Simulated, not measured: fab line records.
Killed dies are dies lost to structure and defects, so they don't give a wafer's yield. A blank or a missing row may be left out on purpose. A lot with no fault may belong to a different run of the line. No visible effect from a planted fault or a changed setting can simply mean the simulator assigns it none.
Split-lot experiment ; flow n5Finfet ; on a route of 1938 steps: 7 lots, 21 wafers read

== SPLIT DETAILS ==
At N5_SD_EPI_P_COAT_03 (resist thk 150 nm), the setting spinRpm was moved away from the recipe's 1500 rpm on 3 of the 21 wafers read, by -9.9% to +3.4%. All remaining wafers had this setting at the recipe value.

== FROM THE SPLIT TO THE READING: what the file shows between them, 2 steps ==
- N5_SD_EPI_P_EBR_05
- N5_SD_EPI_P_SOFTBAKE_04: time 60 s

== THE READING ==
CAR-ArF-block_of_SD_EPI_P_COAT_03.thkNm (the simulator's own value, which no gauge read), in nm, at N5_SD_EPI_P_DESCUM_14 (chemistry O2, time 7.9 s). No usual value for it is given in the file. Here, 18 wafers ran the recipe; their average is 143.5 nm with a standard deviation of 0.33 nm.

wafer;tool, chamber at the split;spinRpm as run, rpm;against the recipe;CAR-ArF-block_of_SD_EPI_P_COAT_03.thkNm, nm;against lot-mates on the recipe
L088.3;lithoTrack-04, 0;1500;recipe;143.8;-
L088.5;lithoTrack-04, 0;1500;recipe;144;-
L088.6;lithoTrack-04, 0;1500;recipe;144;-
L089.2;lithoTrack-01, 0;1551;+3.4%;141.4;-2.1
L089.5;lithoTrack-01, 0;1500;recipe;143.2;-
L089.6;lithoTrack-01, 0;1500;recipe;143.8;-
L090.4;lithoTrack-04, 0;1500;recipe;143.2;-
L090.5;lithoTrack-04, 0;1500;recipe;143;-
L090.6;lithoTrack-04, 0;1376;-8.3%;149.8;+6.7
L091.3;lithoTrack-01, 0;1500;recipe;144;-
L091.4;lithoTrack-01, 0;1500;recipe;143.8;-
L091.5;lithoTrack-01, 0;1352;-9.9%;151.4;+7.5
L092.2;lithoTrack-01, 0;1500;recipe;143.6;-
L092.4;lithoTrack-01, 0;1500;recipe;143;-
L092.5;lithoTrack-01, 0;1500;recipe;143.4;-
L093.3;lithoTrack-04, 0;1500;recipe;143.6;-
L093.4;lithoTrack-04, 0;1500;recipe;143.6;-
L093.5;lithoTrack-04, 0;1500;recipe;143;-
L094.1;lithoTrack-03, 0;1500;recipe;143.6;-
L094.6;lithoTrack-03, 0;1500;recipe;143.6;-
L094.5;lithoTrack-03, 0;1500;recipe;143.4;-

THE FIT
A straight line over all 21 wafers: CAR-ArF-block_of_SD_EPI_P_COAT_03.thkNm changes by -0.768 nm for each +1% of spinRpm; r = -0.99; the points scatter about the line by 0.35 nm.
The same after taking each lot's own level away (the mean of its wafers on the recipe; 21 wafers): -0.767 nm for each +1%; r = -0.99; scatter 0.24 nm.
That fit puts the effect of the largest move of spinRpm on the reading at 7.6 nm.
Across the lots, their own levels run from 143.10 to 143.93 nm, a range of 2.5 times the standard deviation given above.
Consequently the slope shifts little with the lot-to-lot level, the two slopes agreeing.
Check: for one of the wafers moved furthest among these (-9.9%), held out of the fit, the line's prediction against its lot-mates is +7.74 nm. Against them it came out at +7.5 nm.

== THE WHOLE CHAIN: every reading that the file lists as answering this split, in the file's order ==
step;what it does;reading;change (the file's fit);r (the file's)
N5_SD_EPI_P_COAT_03;resist thk 150 nm;CAR-ArF-block_of_SD_EPI_P_COAT_03.thkNm (the simulator's own value, which no gauge read);-0.784 nm for each +1% of the setting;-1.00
N5_SD_EPI_P_DESCUM_14;chemistry O2, time 7.9 s;CAR-ArF-block_of_SD_EPI_P_COAT_03.thkNm (the simulator's own value, which no gauge read);-0.77 nm for each +1% of the setting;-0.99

== THE FILE'S OWN FIT ==
CAR-ArF-block_of_SD_EPI_P_COAT_03.thkNm changes by -0.77 nm for each +1% of spinRpm, r = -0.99.
